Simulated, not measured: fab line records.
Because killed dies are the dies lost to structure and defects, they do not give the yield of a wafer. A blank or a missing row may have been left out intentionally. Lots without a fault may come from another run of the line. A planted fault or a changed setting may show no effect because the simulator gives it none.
Which of the tools did it? || flow n5_finfet || Sampling: 11 lots, 32 wafers, 5 of 1938 route steps

## WHAT EACH GAUGE READ, for each wafer
N5_BEOL_M8_THK_MEAS_01.
{"lot": "L857", "measured": "day 9 12:22", "on": "film_metro-02", "M8_ILD_THK (nm)": "152.2 153.9 154.0"}
{"lot": "L860", "measured": "day 10 09:05", "on": "film_metro-01", "M8_ILD_THK (nm)": "155.9 159.5 156.6"}
{"lot": "L859", "measured": "day 10 09:16", "on": "film_metro-02", "M8_ILD_THK (nm)": "155.6 157.7 158.0"}
{"lot": "L864", "measured": "day 10 23:40", "on": "film_metro-01", "M8_ILD_THK (nm)": "157.5 156.2 160.4"}
{"lot": "L865", "measured": "day 11 10:26", "on": "film_metro-01", "M8_ILD_THK (nm)": "154.3 155.7 157.1"}
{"lot": "L867", "measured": "day 12 17:35", "on": "film_metro-01", "M8_ILD_THK (nm)": "153.1 153.6 155.6"}
{"lot": "L871", "measured": "day 13 12:04", "on": "film_metro-02", "M8_ILD_THK (nm)": "151.5 152.7 107.2"}
{"lot": "L873", "measured": "day 13 22:38", "on": "film_metro-01", "M8_ILD_THK (nm)": "104.6 154.3"}
{"lot": "L876", "measured": "day 14 06:00", "on": "film_metro-01", "M8_ILD_THK (nm)": "157.3 154.8 157.7"}
{"lot": "L877", "measured": "day 14 22:15", "on": "film_metro-01", "M8_ILD_THK (nm)": "154.0 154.3 156.7"}
{"lot": "L879", "measured": "day 15 05:52", "on": "film_metro-02", "M8_ILD_THK (nm)": "156.5 154.6 156.5"}

## WHICH TOOL RAN EACH LOT (tool, then ch and the chambers of the sampled wafers, then the start)
{"lot": "L857", "N5_BEOL_M7_STRIP_80": "rie_diel-03 ch 1,2, day 9 09:53 or earlier", "N5_BEOL_M7_DEGAS_44": "pvd_sputter-03, day 9 09:53", "N5_BEOL_M7_SURFACE_TREAT_79": "pvd_sputter-03, day 9 10:18", "N5_BEOL_M8_ILD_DEP_00": "pecvd-04 ch 0,1, day 9 11:47"}
{"lot": "L860", "N5_BEOL_M7_STRIP_80": "rie_diel-04 ch 1,2,3, day 10 06:32 or earlier", "N5_BEOL_M7_DEGAS_44": "pvd_sputter-02, day 10 06:32", "N5_BEOL_M7_SURFACE_TREAT_79": "pvd_sputter-02, day 10 07:07", "N5_BEOL_M8_ILD_DEP_00": "pecvd-04 ch 0,2, day 10 08:22"}
{"lot": "L859", "N5_BEOL_M7_STRIP_80": "rie_diel-03 ch 0,2, day 10 06:37 or earlier", "N5_BEOL_M7_DEGAS_44": "pvd_sputter-02, day 10 06:37", "N5_BEOL_M7_SURFACE_TREAT_79": "pvd_sputter-03, day 10 07:07", "N5_BEOL_M8_ILD_DEP_00": "pecvd-02 ch 0,1,2, day 10 08:25"}
{"lot": "L864", "N5_BEOL_M7_STRIP_80": "rie_diel-03 ch 2,3, day 10 20:08 or earlier", "N5_BEOL_M7_DEGAS_44": "pvd_sputter-03, day 10 20:08", "N5_BEOL_M7_SURFACE_TREAT_79": "pvd_sputter-01, day 10 20:32", "N5_BEOL_M8_ILD_DEP_00": "pecvd-02 ch 1,2, day 10 22:37"}
{"lot": "L865", "N5_BEOL_M7_STRIP_80": "rie_diel-02 ch 0,1, day 11 07:40 or earlier", "N5_BEOL_M7_DEGAS_44": "pvd_sputter-03, day 11 07:40", "N5_BEOL_M7_SURFACE_TREAT_79": "pvd_sputter-03, day 11 08:08", "N5_BEOL_M8_ILD_DEP_00": "pecvd-02 ch 0,1, day 11 09:50"}
{"lot": "L867", "N5_BEOL_M7_STRIP_80": "rie_diel-03 ch 0,1,3, day 12 11:19 or earlier", "N5_BEOL_M7_DEGAS_44": "pvd_sputter-03, day 12 11:19", "N5_BEOL_M7_SURFACE_TREAT_79": "pvd_sputter-03, day 12 15:24", "N5_BEOL_M8_ILD_DEP_00": "pecvd-04 ch 0,1,2, day 12 17:01"}
{"lot": "L871", "N5_BEOL_M7_STRIP_80": "rie_diel-04 ch 0,1,3, day 13 09:10 or earlier", "N5_BEOL_M7_DEGAS_44": "pvd_sputter-02, day 13 09:10", "N5_BEOL_M7_SURFACE_TREAT_79": "pvd_sputter-02, day 13 09:34", "N5_BEOL_M8_ILD_DEP_00": "pecvd-04 ch 0,1,2, day 13 11:30"}
{"lot": "L873", "N5_BEOL_M7_STRIP_80": "rie_diel-03 ch 2, day 13 20:22 or earlier", "N5_BEOL_M7_DEGAS_44": "pvd_sputter-02, day 13 20:22", "N5_BEOL_M7_SURFACE_TREAT_79": "pvd_sputter-02, day 13 20:47", "N5_BEOL_M8_ILD_DEP_00": "pecvd-04 ch 2, day 13 22:02"}
{"lot": "L876", "N5_BEOL_M7_STRIP_80": "rie_diel-04 ch 1,2, day 14 02:32 or earlier", "N5_BEOL_M7_DEGAS_44": "pvd_sputter-01, day 14 02:32", "N5_BEOL_M7_SURFACE_TREAT_79": "pvd_sputter-02, day 14 03:01", "N5_BEOL_M8_ILD_DEP_00": "pecvd-02 ch 1,2, day 14 05:25"}
{"lot": "L877", "N5_BEOL_M7_STRIP_80": "rie_diel-03 ch 0,1,3, day 14 19:33 or earlier", "N5_BEOL_M7_DEGAS_44": "pvd_sputter-02, day 14 19:33", "N5_BEOL_M7_SURFACE_TREAT_79": "pvd_sputter-02, day 14 20:04", "N5_BEOL_M8_ILD_DEP_00": "pecvd-01 ch 0,1, day 14 21:41"}
{"lot": "L879", "N5_BEOL_M7_STRIP_80": "rie_diel-04 ch 0,1,3, day 15 02:40 or earlier", "N5_BEOL_M7_DEGAS_44": "pvd_sputter-01, day 15 02:40", "N5_BEOL_M7_SURFACE_TREAT_79": "pvd_sputter-01, day 15 03:19", "N5_BEOL_M8_ILD_DEP_00": "pecvd-01 ch 0,1,2, day 15 04:49"}
- N5_BEOL_M7_STRIP_80: strips in N2/H2, time 10 s.
- N5_BEOL_M7_DEGAS_44: time 60 s.
- N5_BEOL_M7_SURFACE_TREAT_79
- N5_BEOL_M8_ILD_DEP_00: deposits SiCOH lowk from DEMS/porogen, target thk 179.75 nm, time 33.4 s.

## THE ANSWER, worked out from the rows above alone
Rule: the lots themselves supply what counts as usual. Put in order of their means at a reading, lots are off if they are a third of the lots or fewer, leave a main group of 4 or more, and stand apart from it by a gap of 3 or more times the standard deviation of the main group's means; of several such gaps the widest counts. The tables above print the reading to a certain number of digits; a main group whose means all agree to those digits is not used. Also off: a lot with no number at a reading for which 4 or more lots have one. Any other lot the step has rows for is counted as sound.
Off: at N5_BEOL_M8_THK_MEAS_01 (M8_ILD_THK), L871, L873. The main group has a mean of 155.9 nm with a standard deviation of 1.5.
A tool fits if, at a process step before that reading, it ran every lot that is off, and no sound lot after the first of them. Gauges at N5_BEOL_M8_THK_MEAS_01: tried the same way as those tools. With no start given for some of its lots, N5_BEOL_M7_STRIP_80 uses the hours and lot order of N5_BEOL_M7_DEGAS_44. One fits: N5_BEOL_M8_ILD_DEP_00 on pecvd-04. A fault onset in the window from L867 (day 12 17:01, its last sound lot) to L871 (day 13 11:30, its first lot off) fits.

## WHAT HAD BEEN PUT IN BY THE SIMULATOR
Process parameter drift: pecvd-04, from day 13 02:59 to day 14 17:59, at N5_BEOL_M8_ILD_DEP_00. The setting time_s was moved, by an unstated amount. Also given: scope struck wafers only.
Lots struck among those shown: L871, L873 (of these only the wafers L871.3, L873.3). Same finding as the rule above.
